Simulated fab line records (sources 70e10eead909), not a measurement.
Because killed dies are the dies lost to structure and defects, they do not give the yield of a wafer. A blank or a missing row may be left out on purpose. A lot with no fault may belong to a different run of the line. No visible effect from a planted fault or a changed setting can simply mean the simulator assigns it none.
Tool commonality check | flow nandHarc | Sampled: 11 lots, 36 wafers

## WHAT PROMPTED THE OPENING
On 1 of the 11 lots, a flag is raised at NHARC_P_GATE_CD_MEAS_91 on the reading cdNm. Fault-free wafers read 1999.4 nm, with a standard deviation of 2.
Rule: a lot is flagged when every wafer of it that has a number lies more than 4 standard deviations from that mean, or none has a number. The rest of the lots are taken to be sound.

lot  | measured     | on       | cdNm (nm), wafer by wafer                 | flag
L337 | day 6 10:05  | cdSem-02 | 1998.8 1997.3 1998.8                      | 
L338 | day 6 20:33  | cdSem-02 | 1999.8 1996.3 1997.6                      | 
L340 | day 7 16:27  | cdSem-01 | 1997.7 2000.6 2000.0                      | 
L341 | day 8 04:05  | cdSem-03 | 1997.3 1994.7 2000.2                      | 
L342 | day 8 11:57  | cdSem-02 | 2000.4 1998.9 1999.8                      | 
L344 | day 9 10:50  | cdSem-01 | 1967.7 1969.0 1967.0 1968.1 1968.7 1967.1 | FLAGGED
L353 | day 13 03:25 | cdSem-03 | 1999.0 1998.3 1999.8                      | 
L354 | day 13 14:26 | cdSem-03 | 2001.0 2002.5 2000.3                      | 
L355 | day 13 20:52 | cdSem-02 | 1999.0 1996.0 1997.9                      | 
L356 | day 14 09:25 | cdSem-01 | 2001.6 2004.3 2004.4                      | 
L358 | day 15 02:51 | cdSem-02 | 1999.2 1999.2 2001.0                      | 
Average over the flagged lots: 1967.9 nm; offset from the usual -31.5 nm, equal to -16 standard deviations.

## WHICH TOOL RAN EACH LOT
The record holds 4 process steps before the reading, out of a route of 1302 steps. Read each cell as the tool, then ch plus the chambers that the sampled wafers visited, then the start.
lot  | flag    | NHARC_P_GATE_STRIP_108            | NHARC_P_GATE_STRIP_101            | NHARC_P_GATE_STRIP_76               | NHARC_P_GATE_EXPOSE_88
L337 |         | rieDiel-05 ch 2,3, day 5 19:34    | rieDiel-01 ch 1,2,3, day 6 05:53  | plasmaAsher-01 ch 0,1, day 6 09:11  | krfScanner-03 ch 0, day 6 09:56
L338 |         | rieDiel-13 ch 1,3, day 6 05:46    | rieDiel-01 ch 2,3, day 6 16:08    | plasmaAsher-01 ch 0, day 6 19:37    | krfScanner-04 ch 0, day 6 20:24
L340 |         | rieDiel-05 ch 2,3, day 7 02:00    | rieDiel-05 ch 0,2,3, day 7 12:17  | plasmaAsher-02 ch 0,1, day 7 15:40  | krfScanner-04 ch 0, day 7 16:18
L341 |         | rieDiel-13 ch 0,1,3, day 7 13:35  | rieDiel-05 ch 0,2, day 7 23:47    | plasmaAsher-02 ch 0,1, day 8 03:10  | krfScanner-03 ch 0, day 8 03:55
L342 |         | rieDiel-01 ch 0,1, day 7 21:25    | rieDiel-05 ch 0,2,3, day 8 07:40  | plasmaAsher-01 ch 0,1, day 8 11:02  | krfScanner-04 ch 0, day 8 11:47
L344 | FLAGGED | rieDiel-01 ch 0,1, day 8 20:25    | rieDiel-05 ch 0,1,3, day 9 06:41  | plasmaAsher-02 ch 0,1, day 9 10:03  | krfScanner-04 ch 0, day 9 10:41
L353 |         | rieDiel-13 ch 0,1,2, day 12 13:02 | rieDiel-13 ch 1,2,3, day 12 23:10 | plasmaAsher-01 ch 0,1, day 13 02:37 | krfScanner-01 ch 0, day 13 03:16
L354 |         | rieDiel-05 ch 0,1,3, day 12 23:52 | rieDiel-01 ch 1,3, day 13 10:11   | plasmaAsher-02 ch 0,1, day 13 13:39 | krfScanner-01 ch 0, day 13 14:17
L355 |         | rieDiel-01 ch 1,2,3, day 13 06:00 | rieDiel-01 ch 1,2,3, day 13 16:20 | plasmaAsher-01 ch 0,1, day 13 19:56 | krfScanner-04 ch 0, day 13 20:42
L356 |         | rieDiel-01 ch 0,1,3, day 13 18:55 | rieDiel-05 ch 1,2,3, day 14 05:08 | plasmaAsher-02 ch 0,1, day 14 08:29 | krfScanner-01 ch 0, day 14 09:16
L358 |         | rieDiel-01 ch 2,3, day 14 12:16   | rieDiel-01 ch 0,1,2, day 14 22:28 | plasmaAsher-02 ch 0,1, day 15 01:57 | krfScanner-04 ch 0, day 15 02:42
What is done by these steps:
- NHARC_P_GATE_STRIP_108: strips in O2.
- NHARC_P_GATE_STRIP_101: strips in O2, time 20 s.
- NHARC_P_GATE_STRIP_76: strips in O2.
- NHARC_P_GATE_EXPOSE_88: exposes mask P HVN, target cd 2000 nm.
- NHARC_P_GATE_CD_MEAS_91: target cd 2000 nm.

## FLAGGED AGAINST TOTAL, ONE TOOL AT A TIME (gauges that did the reading follow at the end)
step                    | tool           | lots run | flagged | share of the flagged lots | sound lots run after its first flagged lot
NHARC_P_GATE_STRIP_108  | rieDiel-01     | 5        | 1       | all                       | 3 (L355,L356,L358)
NHARC_P_GATE_STRIP_108  | rieDiel-05     | 3        | 0       | none                      | -
NHARC_P_GATE_STRIP_108  | rieDiel-13     | 3        | 0       | none                      | -
NHARC_P_GATE_STRIP_101  | rieDiel-01     | 5        | 0       | none                      | -
NHARC_P_GATE_STRIP_101  | rieDiel-05     | 5        | 1       | all                       | 1 (L356)
NHARC_P_GATE_STRIP_101  | rieDiel-13     | 1        | 0       | none                      | -
NHARC_P_GATE_STRIP_76   | plasmaAsher-01 | 5        | 0       | none                      | -
NHARC_P_GATE_STRIP_76   | plasmaAsher-02 | 6        | 1       | all                       | 3 (L354,L356,L358)
NHARC_P_GATE_EXPOSE_88  | krfScanner-01  | 3        | 0       | none                      | -
NHARC_P_GATE_EXPOSE_88  | krfScanner-03  | 2        | 0       | none                      | -
NHARC_P_GATE_EXPOSE_88  | krfScanner-04  | 6        | 1       | all                       | 2 (L355,L358)
NHARC_P_GATE_CD_MEAS_91 | cdSem-01       | 3        | 1       | all                       | 1 (L356)
NHARC_P_GATE_CD_MEAS_91 | cdSem-02       | 5        | 0       | none                      | -
NHARC_P_GATE_CD_MEAS_91 | cdSem-03       | 3        | 0       | none                      | -

## WHAT IS ALLOWED BY THE TABLE
5 rows of the table ran every flagged lot: rieDiel-01 at NHARC_P_GATE_STRIP_108, rieDiel-05 at NHARC_P_GATE_STRIP_101, plasmaAsher-02 at NHARC_P_GATE_STRIP_76, krfScanner-04 at NHARC_P_GATE_EXPOSE_88, cdSem-01 at NHARC_P_GATE_CD_MEAS_91.
- rieDiel-01 at NHARC_P_GATE_STRIP_108 ran 5 lots, 1 of them flagged. After the first flagged lot (L355, L356, L358), sound lots still ran on it; a lasting fault on the whole tool would not permit that.
- rieDiel-05 at NHARC_P_GATE_STRIP_101 ran 5 lots, 1 of them flagged. After the first flagged lot (L356), sound lots still ran on it; a lasting fault on the whole tool would not permit that.
- plasmaAsher-02 at NHARC_P_GATE_STRIP_76 ran 6 lots, 1 of them flagged. After the first flagged lot (L354, L356, L358), sound lots still ran on it; a lasting fault on the whole tool would not permit that.
- krfScanner-04 at NHARC_P_GATE_EXPOSE_88 ran 6 lots, 1 of them flagged. After the first flagged lot (L355, L358), sound lots still ran on it; a lasting fault on the whole tool would not permit that.
- cdSem-01 at NHARC_P_GATE_CD_MEAS_91 ran 3 lots, 1 of them flagged. After the first flagged lot (L356), sound lots still ran on it; a lasting fault on the whole tool would not permit that.
None of the table's rows ran every flagged lot and, after the first, no sound lot.

## WHAT HAD BEEN PUT IN BY THE SIMULATOR
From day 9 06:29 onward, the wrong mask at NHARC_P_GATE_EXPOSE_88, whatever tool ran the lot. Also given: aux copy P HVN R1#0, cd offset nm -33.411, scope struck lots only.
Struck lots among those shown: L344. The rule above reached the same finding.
